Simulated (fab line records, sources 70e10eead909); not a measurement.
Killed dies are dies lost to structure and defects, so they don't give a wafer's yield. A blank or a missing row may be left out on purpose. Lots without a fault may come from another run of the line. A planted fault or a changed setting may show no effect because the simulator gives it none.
Chamber matching | flow nand_harc | NHARC_A_CHANNEL_FILL_D2_ALD_16 on ald_hk-03: 4 sister chambers
The step deposits SiO2, target thk 1.5 nm, pulse time 10 s, ald cycles 15. 8 wafers are shown with their chamber, then 8 later ones without.

WAFERS WITH THEIR CHAMBER
wafer  | chamber | heater_power_w (W) | precursor_pulse_height_rel
L078.3 | 0       | 436                | 0.978
L079.3 | 2       | 480                | 1.027
L082.1 | 3       | 420                | 1.010
L082.5 | 1       | 526                | 0.968
L085.1 | 3       | 410                | 1.037
L085.2 | 2       | 482                | 1.002
L085.4 | 0       | 417                | 1.021
L087.1 | 1       | 530                | 0.981

WAFERS WITHOUT THEIR CHAMBER
wafer  | heater_power_w (W) | precursor_pulse_height_rel
L087.4 | 477                | 0.995
L087.6 | 472                | 1.024
L090.2 | 469                | 1.022
L090.3 | 419                | 0.989
L090.6 | 427                | 1.022
L096.2 | 420                | 1.027
L096.3 | 530                | 1.045
L096.4 | 479                | 1.026

WHICH CHAMBER EACH WENT THROUGH
wafer  | from the rows above     | in truth
L087.4 | 2                       | 2
L087.6 | 2                       | 2
L090.2 | 2                       | 2
L090.3 | can't be placed: 0 or 3 | 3
L090.6 | can't be placed: 0 or 3 | 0
L096.2 | can't be placed: 3 or 0 | 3
L096.3 | 1                       | 1
L096.4 | 2                       | 2
Placed correctly: 5 of 8. Can't be placed from these rows: 3 (the true chamber is among the candidates in 3). Placed wrongly: 0.
How it was worked out, from the rows above alone: a wafer's distance from a chamber is the root of the sum, over the readings, of the square of ((its reading less the chamber's mean) divided by the reading's scatter). The wafer belongs to the nearest chamber; if the next one is less than 2 further off, it can't be placed. A chamber's mean is the mean of its shown wafers. The scatter: the root of (the sum of the squares of (reading less its chamber's mean) over the shown wafers, divided by (wafers less chambers)).
